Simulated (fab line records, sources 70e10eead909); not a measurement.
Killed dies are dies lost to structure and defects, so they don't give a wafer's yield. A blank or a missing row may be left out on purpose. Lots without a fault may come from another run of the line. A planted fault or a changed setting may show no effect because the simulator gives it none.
Chamber matching | flow nand_harc | NHARC_THIN_TSV_DEP_47 on pecvd-04: 3 sister chambers
The step deposits SiO2, target thk 200 nm. 16 wafers are shown with their chamber, then 8 later ones without.

WAFERS WITH THEIR CHAMBER
wafer  | chamber | throttle_valve_pct (%)
L664.3 | 0       | 16.1
L664.4 | 0       | 16.2
L664.5 | 1       | 15.8
L669.1 | 0       | 16.1
L669.4 | 1       | 16.0
L669.5 | 2       | 15.8
L668.1 | 1       | 15.8
L668.3 | 0       | 16.3
L668.5 | 2       | 15.7
L677.2 | 1       | 15.6
L677.5 | 1       | 15.6
L677.6 | 0       | 15.8
L680.2 | 1       | 15.8
L680.3 | 2       | 15.7
L680.5 | 1       | 15.5
L683.1 | 1       | 15.6

SIGNATURES (means of the wafers above)
reading            | chamber 0 | chamber 1 | chamber 2 | scatter within a chamber
throttle_valve_pct | 16.100    | 15.713    | 15.733    | 0.161
Rule: a wafer's distance from a chamber is the root of the sum, over the readings, of the square of ((its reading less the chamber's mean) divided by the reading's scatter). The wafer belongs to the nearest chamber; if the next one is less than 2 further off, it can't be placed. The scatter: the root of (the sum of the squares of (reading less its chamber's mean) over the shown wafers, divided by (wafers less chambers)).

WAFERS WITHOUT THEIR CHAMBER
wafer  | throttle_valve_pct (%)
L683.3 | 15.8
L683.4 | 15.6
L685.2 | 16.0
L685.5 | 15.8
L685.6 | 15.9
L686.1 | 15.7
L686.2 | 15.5
L686.5 | 16.1

WHICH CHAMBER EACH WENT THROUGH
wafer  | from the rows above          | in truth
L683.3 | can't be placed: 2 or 1 or 0 | 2
L683.4 | can't be placed: 1 or 2      | 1
L685.2 | can't be placed: 0 or 2 or 1 | 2
L685.5 | can't be placed: 2 or 1 or 0 | 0
L685.6 | can't be placed: 2 or 1 or 0 | 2
L686.1 | can't be placed: 1 or 2      | 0
L686.2 | can't be placed: 1 or 2      | 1
L686.5 | 0                            | 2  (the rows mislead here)
Placed correctly: 0 of 8. Can't be placed from these rows: 7 (the true chamber is among the candidates in 6). Placed wrongly: 1.
